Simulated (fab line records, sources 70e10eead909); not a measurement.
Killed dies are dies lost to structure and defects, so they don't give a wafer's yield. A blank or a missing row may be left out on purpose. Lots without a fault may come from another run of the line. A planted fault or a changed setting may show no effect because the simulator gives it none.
Which tool did it? | flow nand_harc | 24 lots, 72 wafers sampled, at 6 steps of a route of 1302

WHAT THE GAUGES READ, wafer by wafer
NHARC_A_SLIT_CD_MEAS_21. Usual: cd_nm 289.7 nm, standard deviation 1.2.
lot  | measured     | on        | cd_nm (nm)        | flag
L074 | day 20 04:16 | cd_sem-01 | 289.6 289.1 288.4 |
L075 | day 20 17:01 | cd_sem-02 | 287.2 286.3 287.6 |
L076 | day 20 17:20 | cd_sem-01 | 290.3 289.7 288.8 |
L077 | day 22 01:38 | cd_sem-03 | 289.8 289.5 287.9 |
L080 | day 22 02:20 | cd_sem-01 | 289.8 289.4 288.6 |
L078 | day 22 15:41 | cd_sem-03 | 289.8 289.7 288.9 |
L082 | day 22 22:11 | cd_sem-03 | 289.7 289.0 288.8 |
L079 | day 22 23:47 | cd_sem-03 | 290.5 290.7 290.2 |
L081 | day 23 01:59 | cd_sem-01 | 287.4 288.9 286.0 |
L083 | day 23 20:29 | cd_sem-03 | 291.2 290.3 289.6 |
L084 | day 24 10:10 | cd_sem-02 | 290.1 289.5 289.7 |
L085 | day 25 01:43 | cd_sem-02 | 289.5 289.2 290.2 |
L086 | day 25 10:35 | cd_sem-01 | 292.0 289.6 290.9 |
L087 | day 25 14:21 | cd_sem-02 | 290.1 289.7 290.1 |
L089 | day 26 01:44 | cd_sem-01 | 290.3 291.0 289.7 |
L090 | day 26 16:39 | cd_sem-03 | 290.8 289.7 290.6 |
L088 | day 27 01:16 | cd_sem-03 | 289.9 290.9 290.8 |
L091 | day 27 15:49 | cd_sem-01 | 291.5 289.4 289.6 |
L092 | day 27 16:52 | cd_sem-01 | 289.9 289.4 289.9 |
L093 | day 28 08:45 | cd_sem-03 | 291.0 290.1 291.4 |
L094 | day 28 11:48 | cd_sem-02 | 290.2 289.0 289.4 |
L095 | day 29 08:24 | cd_sem-03 | 290.4 290.5 289.7 |
L096 | day 29 12:15 | cd_sem-01 | 290.7 289.3 289.1 |
L097 | day 29 16:25 | cd_sem-01 | 291.0 291.6 291.5 |

NHARC_A_CONTACT_CD_MEAS_69: target cd 300 nm. Usual: cd_nm 299.7 nm, standard deviation 0.74.
lot  | measured     | on        | cd_nm (nm)        | flag
L074 | day 22 04:41 | cd_sem-01 | 299.4 299.4 298.7 |
L075 | day 22 14:37 | cd_sem-02 | 299.6 300.0 299.1 |
L076 | day 22 13:32 | cd_sem-02 | 300.4 301.3 299.8 |
L077 | day 23 18:10 | cd_sem-03 | 300.0 298.8 298.8 |
L080 | day 23 23:04 | cd_sem-03 | 299.4 299.4 299.9 |
L078 | day 24 19:50 | cd_sem-01 | 299.3 298.7 299.0 |
L082 | day 25 02:32 | cd_sem-03 | 299.2 300.3 299.3 |
L079 | day 25 00:15 | cd_sem-02 | 299.7 299.6 300.2 |
L081 | day 25 07:22 | cd_sem-03 | 300.0 300.8 301.7 |
L083 | day 25 17:24 | cd_sem-03 | 300.7 301.9 301.0 |
L084 | day 26 05:52 | cd_sem-03 | 299.9 300.2 299.3 |
L085 | day 27 00:38 | cd_sem-03 | 300.7 299.2 300.0 |
L086 | day 27 06:32 | cd_sem-02 | 299.1 298.7 300.4 |
L087 | day 27 10:56 | cd_sem-01 | 300.6 299.3 299.7 |
L089 | day 27 18:07 | cd_sem-02 | 297.9 299.2 298.9 |
L090 | day 28 11:37 | cd_sem-01 | 300.7 299.6 299.0 |
L088 | day 28 20:45 | cd_sem-03 | 299.3 299.7 299.6 |
L091 | day 29 11:54 | cd_sem-03 | 299.4 298.5 299.9 |
L092 | day 29 13:10 | cd_sem-03 | 300.1 299.5 299.0 |
L093 | day 30 04:34 | cd_sem-01 | 298.2 299.7 299.2 |
L094 | day 30 07:35 | cd_sem-03 | 299.5 299.2 300.4 |
L095 | day 31 07:10 | cd_sem-01 | 301.2 300.5 300.2 |
L096 | day 31 06:02 | cd_sem-02 | 298.9 299.6 299.4 |
L097 | day 31 10:25 | cd_sem-01 | 299.5 299.1 300.8 |

WHICH TOOL RAN EACH LOT (tool, then ch and the chambers of the sampled wafers, then the start)
lot  | NHARC_A_SLIT_STRIP_18                         | NHARC_A_CONTACT_ETCH_90            | NHARC_A_CONTACT_ETCH_102           | NHARC_A_CONTACT_DEP_57
L074 | rie_diel-04 ch 2,3, day 20 04:16 or earlier   | rie_diel-06 ch 1,3, day 21 21:19   | rie_diel-06 ch 1,2,3, day 21 21:49 | acl_dep-01 ch 0, day 22 00:56
L075 | rie_diel-11 ch 0,1,3, day 20 17:01 or earlier | rie_diel-09 ch 1,2,3, day 22 09:26 | rie_diel-06 ch 1,2,3, day 22 09:57 | acl_dep-02 ch 0, day 22 11:09
L076 | rie_diel-04 ch 1,2,3, day 20 17:20 or earlier | rie_diel-02 ch 0,1,2, day 22 08:18 | rie_diel-06 ch 0,3, day 22 08:51   | acl_dep-03 ch 0, day 22 09:34
L077 | rie_diel-04 ch 0,1, day 22 01:38 or earlier   | rie_diel-02 ch 1,3, day 23 12:41   | rie_diel-06 ch 0,2,3, day 23 13:14 | acl_dep-03 ch 0, day 23 14:11
L080 | rie_diel-03 ch 0,1, day 22 02:20 or earlier   | rie_diel-06 ch 0,2,3, day 23 15:49 | rie_diel-06 ch 0,1,2, day 23 16:20 | acl_dep-03 ch 0, day 23 19:16
L078 | rie_diel-04 ch 0,2,3, day 22 15:41 or earlier | rie_diel-06 ch 0,1,3, day 24 08:43 | rie_diel-06 ch 0,3, day 24 09:17   | acl_dep-01 ch 0, day 24 16:32
L082 | rie_diel-04 ch 0,1,2, day 22 22:11 or earlier | rie_diel-02 ch 0,1,3, day 24 15:03 | rie_diel-06 ch 0,2, day 24 15:32   | acl_dep-03 ch 0, day 24 22:43
L079 | rie_diel-11 ch 0,1,3, day 22 23:47 or earlier | rie_diel-09 ch 0,1,3, day 24 12:40 | rie_diel-09 ch 1,2, day 24 13:13   | acl_dep-02 ch 0, day 24 21:28
L081 | rie_diel-04 ch 0,3, day 23 01:59 or earlier   | rie_diel-09 ch 0,1,2, day 24 21:06 | rie_diel-09 ch 0,1,3, day 24 21:37 | acl_dep-01 ch 0, day 25 03:56
L083 | rie_diel-04 ch 0,1, day 23 20:29 or earlier   | rie_diel-09 ch 1,2, day 25 11:59   | rie_diel-09 ch 0,3, day 25 12:50   | acl_dep-03 ch 0, day 25 13:35
L084 | rie_diel-03 ch 0,1, day 24 10:10 or earlier   | rie_diel-09 ch 0,1, day 26 00:49   | rie_diel-09 ch 0,2,3, day 26 01:22 | acl_dep-02 ch 0, day 26 02:02
L085 | rie_diel-11 ch 2,3, day 25 01:43 or earlier   | rie_diel-06 ch 1,3, day 26 13:16   | rie_diel-06 ch 0,1,3, day 26 13:47 | acl_dep-03 ch 0, day 26 21:13
L086 | rie_diel-11 ch 1,2,3, day 25 10:35 or earlier | rie_diel-06 ch 0,2,3, day 27 01:29 | rie_diel-06 ch 0,1,2, day 27 02:00 | acl_dep-03 ch 0, day 27 02:40
L087 | rie_diel-04 ch 0,1, day 25 14:21 or earlier   | rie_diel-09 ch 1,3, day 27 03:54   | rie_diel-06 ch 0,1,2, day 27 04:26 | acl_dep-01 ch 0, day 27 07:07
L089 | rie_diel-03 ch 1,2,3, day 26 01:44 or earlier | rie_diel-06 ch 0,1,2, day 27 13:00 | rie_diel-06 ch 0,1,3, day 27 13:29 | acl_dep-02 ch 0, day 27 15:13
L090 | rie_diel-03 ch 0,2,3, day 26 16:39 or earlier | rie_diel-09 ch 0,1,3, day 28 04:48 | rie_diel-06 ch 0,1,2, day 28 05:19 | acl_dep-01 ch 0, day 28 07:46
L088 | rie_diel-11 ch 1,2,3, day 27 01:16 or earlier | rie_diel-06 ch 0,1,3, day 28 13:36 | rie_diel-06 ch 2,3, day 28 14:05   | acl_dep-03 ch 0, day 28 16:50
L091 | rie_diel-11 ch 0,2,3, day 27 15:49 or earlier | rie_diel-06 ch 0,3, day 29 06:22   | rie_diel-06 ch 0,1, day 29 06:57   | acl_dep-01 ch 0, day 29 09:15
L092 | rie_diel-04 ch 0,1,3, day 27 16:52 or earlier | rie_diel-06 ch 0,1,2, day 29 07:19 | rie_diel-06 ch 1,2,3, day 29 07:53 | acl_dep-02 ch 0, day 29 10:57
L093 | rie_diel-03 ch 1,2, day 28 08:45 or earlier   | rie_diel-09 ch 0,3, day 29 23:21   | rie_diel-09 ch 2,3, day 29 23:54   | acl_dep-03 ch 0, day 30 00:34
L094 | rie_diel-04 ch 2,3, day 28 11:48 or earlier   | rie_diel-06 ch 1,2,3, day 30 02:28 | rie_diel-06 ch 0,2,3, day 30 02:58 | acl_dep-02 ch 0, day 30 03:37
L095 | rie_diel-11 ch 1,3, day 29 08:24 or earlier   | rie_diel-09 ch 0,2,3, day 31 00:34 | rie_diel-09 ch 0,3, day 31 01:29   | acl_dep-02 ch 0, day 31 03:14
L096 | rie_diel-11 ch 0,1,2, day 29 12:15 or earlier | rie_diel-02 ch 1,2, day 31 00:04   | rie_diel-02 ch 0,2,3, day 31 00:46 | acl_dep-01 ch 0, day 31 02:05
L097 | rie_diel-11 ch 0,2,3, day 29 16:25 or earlier | rie_diel-06 ch 0,1,2, day 31 05:17 | rie_diel-06 ch 0,1,3, day 31 05:46 | acl_dep-02 ch 0, day 31 06:26
- NHARC_A_SLIT_STRIP_18: strips in O2.
- NHARC_A_CONTACT_ETCH_90: etches the open film in CH3F/O2, target depth 40 nm, time 85.7 s.
- NHARC_A_CONTACT_ETCH_102: etches the open film in CF4/O2, target depth 100 nm, overetch 10 nm, time 55 s.
- NHARC_A_CONTACT_DEP_57: deposits aC, target thk 5300 nm.

WHAT THE TOOLS THEMSELVES READ (means of the sampled wafers that have a number; where no wafer has one, the mark that the record gives instead)
NHARC_A_SLIT_STRIP_18. Usual: drypump_motor_current_A 5.6 A, standard deviation 0.55; oes_product_au 0.999 a.u., standard deviation 0.014; rf_vpp_V 58.1 V, standard deviation 0.95; showerhead_plenum_p_Torr 3.66 Torr, standard deviation 0.12; throttle_valve_pct 17.036 %, standard deviation 0.0086.
lot  | tool        | drypump_motor_current_A (A) | oes_product_au (a.u.) | rf_vpp_V (V) | showerhead_plenum_p_Torr (Torr) | throttle_valve_pct (%) | flag
L074 | rie_diel-04 | 6.1                         | 1.014                 | 58.4         | 3.72                            | 17.049                 |
L075 | rie_diel-11 | 5.3                         | 0.990                 | 58.0         | 3.64                            | 17.031                 |
L076 | rie_diel-04 | 5.6                         | 1.009                 | 58.6         | 3.73                            | 17.033                 |
L077 | rie_diel-04 | 5.2                         | 1.004                 | 59.3         | 3.76                            | 17.033                 |
L080 | rie_diel-03 | 5.9                         | 0.995                 | 58.1         | 3.47                            | 17.036                 |
L078 | rie_diel-04 | 5.8                         | 1.014                 | 58.3         | 3.73                            | 17.037                 |
L082 | rie_diel-04 | 5.3                         | 1.005                 | 58.5         | 3.74                            | 17.040                 |
L079 | rie_diel-11 | 5.4                         | 0.992                 | 57.5         | 3.64                            | 17.030                 |
L081 | rie_diel-04 | 5.7                         | 1.001                 | 57.6         | 3.75                            | 17.033                 |
L083 | rie_diel-04 | 4.9                         | 0.998                 | 58.1         | 3.76                            | 17.028                 |
L084 | rie_diel-03 | 5.9                         | 0.987                 | 57.5         | 3.46                            | 17.037                 |
L085 | rie_diel-11 | 6.2                         | 1.003                 | 57.9         | 3.55                            | 17.024                 |
L086 | rie_diel-11 | 5.7                         | 0.997                 | 57.4         | 3.61                            | 17.038                 |
L087 | rie_diel-04 | 5.2                         | 1.003                 | 58.2         | 3.76                            | 17.045                 |
L089 | rie_diel-03 | 5.8                         | 1.002                 | 58.4         | 3.58                            | 17.038                 |
L090 | rie_diel-03 | 5.5                         | 1.001                 | 57.6         | 3.70                            | 17.035                 |
L088 | rie_diel-11 | 5.7                         | 0.993                 | 58.3         | 3.61                            | 17.031                 |
L091 | rie_diel-11 | 5.9                         | 0.993                 | 58.6         | 3.58                            | 17.025                 |
L092 | rie_diel-04 | 5.5                         | 1.004                 | 56.9         | 3.75                            | 17.035                 |
L093 | rie_diel-03 | 6.0                         | 0.998                 | 57.5         | 3.44                            | 17.044                 |
L094 | rie_diel-04 | 6.2                         | 1.016                 | 58.4         | 3.72                            | 17.032                 |
L095 | rie_diel-11 | 5.3                         | 1.000                 | 58.1         | 3.70                            | 17.037                 |
L096 | rie_diel-11 | 5.7                         | 0.985                 | 57.6         | 3.54                            | 17.036                 |
L097 | rie_diel-11 | 5.9                         | 0.998                 | 58.4         | 3.58                            | 17.034                 |

NHARC_A_CONTACT_ETCH_90. Usual: drypump_motor_current_A 5.7 A, standard deviation 0.44; oes_product_au 0.95 a.u., standard deviation 0.035; rf_vpp_V 244.3 V, standard deviation 2.1; showerhead_plenum_p_Torr 2.46 Torr, standard deviation 0.13; throttle_valve_pct 20.664 %, standard deviation 0.0084.
lot  | tool        | drypump_motor_current_A (A) | oes_product_au (a.u.) | rf_vpp_V (V) | showerhead_plenum_p_Torr (Torr) | throttle_valve_pct (%) | flag
L074 | rie_diel-06 | 5.1                         | 1.00                  | 242.7        | 2.37                            | 20.654                 |
L075 | rie_diel-09 | 5.8                         | 1.01                  | 245.7        | 2.50                            | 20.665                 |
L076 | rie_diel-02 | 5.9                         | 0.92                  | 244.3        | 2.47                            | 20.665                 |
L077 | rie_diel-02 | 6.4                         | 0.93                  | 245.9        | 2.56                            | 20.669                 |
L080 | rie_diel-06 | 5.5                         | 0.92                  | 245.9        | 2.49                            | 20.661                 |
L078 | rie_diel-06 | 5.4                         | 0.93                  | 243.5        | 2.46                            | 20.662                 |
L082 | rie_diel-02 | 6.1                         | 0.93                  | 244.9        | 2.55                            | 20.664                 |
L079 | rie_diel-09 | 5.8                         | 1.00                  | 243.7        | 2.40                            | 20.670                 |
L081 | rie_diel-09 | 5.4                         | 0.92                  | 244.7        | 2.50                            | 20.663                 |
L083 | rie_diel-09 | 5.4                         | 0.92                  | 246.9        | 2.59                            | 20.663                 |
L084 | rie_diel-09 | 5.6                         | 0.93                  | 244.4        | 2.50                            | 20.671                 |
L085 | rie_diel-06 | 5.2                         | 0.93                  | 243.2        | 2.36                            | 20.664                 |
L086 | rie_diel-06 | 5.6                         | 0.92                  | 244.2        | 2.48                            | 20.674                 |
L087 | rie_diel-09 | 6.2                         | 0.92                  | 242.9        | 2.37                            | 20.665                 |
L089 | rie_diel-06 | 5.6                         | 0.99                  | 244.5        | 2.48                            | 20.659                 |
L090 | rie_diel-09 | 5.8                         | 0.93                  | 242.8        | 2.39                            | 20.670                 |
L088 | rie_diel-06 | 5.4                         | 1.00                  | 244.3        | 2.46                            | 20.674                 |
L091 | rie_diel-06 | 5.3                         | 1.00                  | 244.4        | 2.46                            | 20.659                 |
L092 | rie_diel-06 | 5.6                         | 0.99                  | 244.3        | 2.48                            | 20.665                 |
L093 | rie_diel-09 | 5.6                         | 1.00                  | 243.7        | 2.43                            | 20.659                 |
L094 | rie_diel-06 | 5.3                         | 0.92                  | 243.1        | 2.38                            | 20.671                 |
L095 | rie_diel-09 | 5.6                         | 0.93                  | 244.8        | 2.52                            | 20.663                 |
L096 | rie_diel-02 | 6.0                         | 0.94                  | 243.5        | 2.37                            | 20.671                 |
L097 | rie_diel-06 | 5.6                         | 0.95                  | 243.8        | 2.47                            | 20.666                 |

NHARC_A_CONTACT_ETCH_102. Usual: drypump_motor_current_A 5.6 A, standard deviation 0.39; oes_product_au 0.998 a.u., standard deviation 0.0093; rf_vpp_V 197.8 V, standard deviation 1.6; showerhead_plenum_p_Torr 1.34 Torr, standard deviation 0.071; throttle_valve_pct 13.399 %, standard deviation 0.0094.
lot  | tool        | drypump_motor_current_A (A) | oes_product_au (a.u.) | rf_vpp_V (V) | showerhead_plenum_p_Torr (Torr) | throttle_valve_pct (%) | flag
L074 | rie_diel-06 | 5.4                         | 1.000                 | 198.0        | 1.30                            | 13.397                 |
L075 | rie_diel-06 | 5.4                         | 0.997                 | 196.6        | 1.30                            | 13.408                 |
L076 | rie_diel-06 | 5.6                         | 0.993                 | 199.1        | 1.40                            | 13.399                 |
L077 | rie_diel-06 | 5.6                         | 0.991                 | 198.5        | 1.35                            | 13.397                 |
L080 | rie_diel-06 | 5.6                         | 0.999                 | 198.0        | 1.35                            | 13.388                 |
L078 | rie_diel-06 | 5.3                         | 0.990                 | 197.7        | 1.34                            | 13.404                 |
L082 | rie_diel-06 | 5.8                         | 0.995                 | 198.8        | 1.40                            | 13.396                 |
L079 | rie_diel-09 | 5.4                         | 0.997                 | 199.8        | 1.41                            | 13.402                 |
L081 | rie_diel-09 | 5.8                         | 1.001                 | 197.5        | 1.30                            | 13.406                 |
L083 | rie_diel-09 | 5.6                         | 1.006                 | 196.5        | 1.25                            | 13.405                 |
L084 | rie_diel-09 | 5.6                         | 1.001                 | 198.7        | 1.30                            | 13.390                 |
L085 | rie_diel-06 | 5.4                         | 0.999                 | 197.7        | 1.34                            | 13.400                 |
L086 | rie_diel-06 | 5.6                         | 0.989                 | 197.8        | 1.35                            | 13.398                 |
L087 | rie_diel-06 | 5.6                         | 0.988                 | 198.3        | 1.35                            | 13.397                 |
L089 | rie_diel-06 | 5.4                         | 1.000                 | 198.1        | 1.34                            | 13.390                 |
L090 | rie_diel-06 | 5.6                         | 1.000                 | 197.5        | 1.34                            | 13.399                 |
L088 | rie_diel-06 | 5.5                         | 0.992                 | 197.8        | 1.31                            | 13.400                 |
L091 | rie_diel-06 | 5.4                         | 0.993                 | 197.1        | 1.33                            | 13.403                 |
L092 | rie_diel-06 | 5.4                         | 0.997                 | 197.8        | 1.29                            | 13.403                 |
L093 | rie_diel-09 | 6.0                         | 1.008                 | 199.6        | 1.44                            | 13.403                 |
L094 | rie_diel-06 | 5.5                         | 1.000                 | 198.4        | 1.35                            | 13.394                 |
L095 | rie_diel-09 | 6.0                         | 1.005                 | 198.2        | 1.38                            | 13.411                 |
L096 | rie_diel-02 | 6.1                         | 1.006                 | 197.8        | 1.36                            | 13.400                 |
L097 | rie_diel-06 | 5.4                         | 0.998                 | 198.1        | 1.33                            | 13.398                 |

NHARC_A_CONTACT_DEP_57. Usual: throttle_valve_pct 34.999 %, standard deviation 0.0086.
lot  | tool       | throttle_valve_pct (%) | flag
L074 | acl_dep-01 | 34.995                 |
L075 | acl_dep-02 | 34.997                 |
L076 | acl_dep-03 | 34.990                 |
L077 | acl_dep-03 | 34.999                 |
L080 | acl_dep-03 | 34.994                 |
L078 | acl_dep-01 | 35.007                 |
L082 | acl_dep-03 | 34.992                 |
L079 | acl_dep-02 | 35.006                 |
L081 | acl_dep-01 | 34.997                 |
L083 | acl_dep-03 | 35.005                 |
L084 | acl_dep-02 | 34.998                 |
L085 | acl_dep-03 | 34.999                 |
L086 | acl_dep-03 | 34.999                 |
L087 | acl_dep-01 | 34.992                 |
L089 | acl_dep-02 | 35.000                 |
L090 | acl_dep-01 | 35.009                 |
L088 | acl_dep-03 | 34.991                 |
L091 | acl_dep-01 | 35.006                 |
L092 | acl_dep-02 | 35.002                 |
L093 | acl_dep-03 | 34.999                 |
L094 | acl_dep-02 | 35.003                 |
L095 | acl_dep-02 | 35.004                 |
L096 | acl_dep-01 | 34.993                 |
L097 | acl_dep-02 | 34.998                 |

THE ANSWER, worked out from the rows above alone
Rule: a lot is off if the mean of its wafers that have a number lies more than 3 standard deviations from the usual mean. A lot without any number at a reading at which 4 lots or more have one is off too. The other lots that the step has rows for count as sound. The gauges are gone through in route order, then the tools' own readings, and for those a lot's mean is taken as printed above. The first step at which some lot is off is used, and at that step the reading that is off furthest; a lot without a number counts as furthest.
No lot is off at any reading shown: from this, nothing can be told.

WHAT THE SIMULATOR HAD PUT IN
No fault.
